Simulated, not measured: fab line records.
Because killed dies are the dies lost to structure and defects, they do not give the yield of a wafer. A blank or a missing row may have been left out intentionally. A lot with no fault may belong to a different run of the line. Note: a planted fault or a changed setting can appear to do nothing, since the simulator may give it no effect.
Problem report in the 8D (eight disciplines) form, filled by code -- flow n5-finfet -- the parts of the form that need people (team, actions taken, sign-off) are left out

## 1. WHAT WENT WRONG
spin-speed-rpm at N5_BEOL_M1_COAT_22 reads a mean of 1544.4 rpm on 6 wafers of 2 lots; wafers without a fault read 1500.0 rpm with a standard deviation of 1.1. Measured from the usual mean, that is +40 standard deviations.
The step: resist thk 30 nm.
The first sign was on wafer L408.1 at day 9 20:04, on litho-track-02. The record holds 12 wafers of 4 lots with a number at this step. Rule for "out", or "out of limits": more than 4 standard deviations from the usual mean. The other wafers with a number count as sound.

## 2. WHAT IT IS, WHAT IT ISN'T
question,is,is not
which readings at this step,spin-speed-rpm,resist-line-temp-C
which lots,"L408, L411","L394, L407"
which wafers of those lots,all that have a number,-
read on which tools,litho-track-02,litho-track-03
when,from day 9 20:04,up to then (6 sound wafers)

## 3. WHAT RULES OUT EACH SUSPECT
Counting: a tool at any process step up to the reading remains a suspect when it ran all the lots that are out and ran no sound lot after the first of those.
- litho-track-02 at N5_BEOL_M1_COAT_22 (resist thk 30 nm): kept. It ran every lot that is out, first L408 (day 9 20:04), and no sound lot after that; its last sound lot up to then is L394 (day 6 11:16). Its own readings are out on those wafers: spin-speed-rpm.
After counting, what remains is litho-track-02 at N5_BEOL_M1_COAT_22.

## 4. THE CAUSE (what the simulator had put in)
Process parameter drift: litho-track-02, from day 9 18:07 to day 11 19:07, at N5_BEOL_M1_COAT_22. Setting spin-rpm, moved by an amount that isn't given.
The count eliminated every tool but this one.

## 5. THE CHAIN OF EFFECTS, in route order
One row per reading whose mean, taken over the struck wafers that have a number, lies over 3 standard deviations from the usual. Scope: only readings with a usual standard deviation given in the record; hours: median across lots of the time from each lot's start at the first step in this table that gives one to its start at this step; sigmas: change in usual standard deviations.
hours,step,reading,usual,on struck wafers,change,sigmas
0,N5_BEOL_M1_COAT_22,spin-speed-rpm,1500.0 rpm,1544.4,+44.4,+40
It contains these process steps:
- N5_BEOL_M1_COAT_22: resist thk 30 nm.
Later measuring or inspecting steps at which every struck wafer that the step has a row for has a number for every such reading, and none has moved that far: N5_BEOL_M4_RC_MEAS_101.

## 6. WHAT WOULD HAVE CAUGHT IT SOONER
The fault began at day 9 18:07; the first out-of-limits reading in this record came at day 9 20:04, 2 hours later.
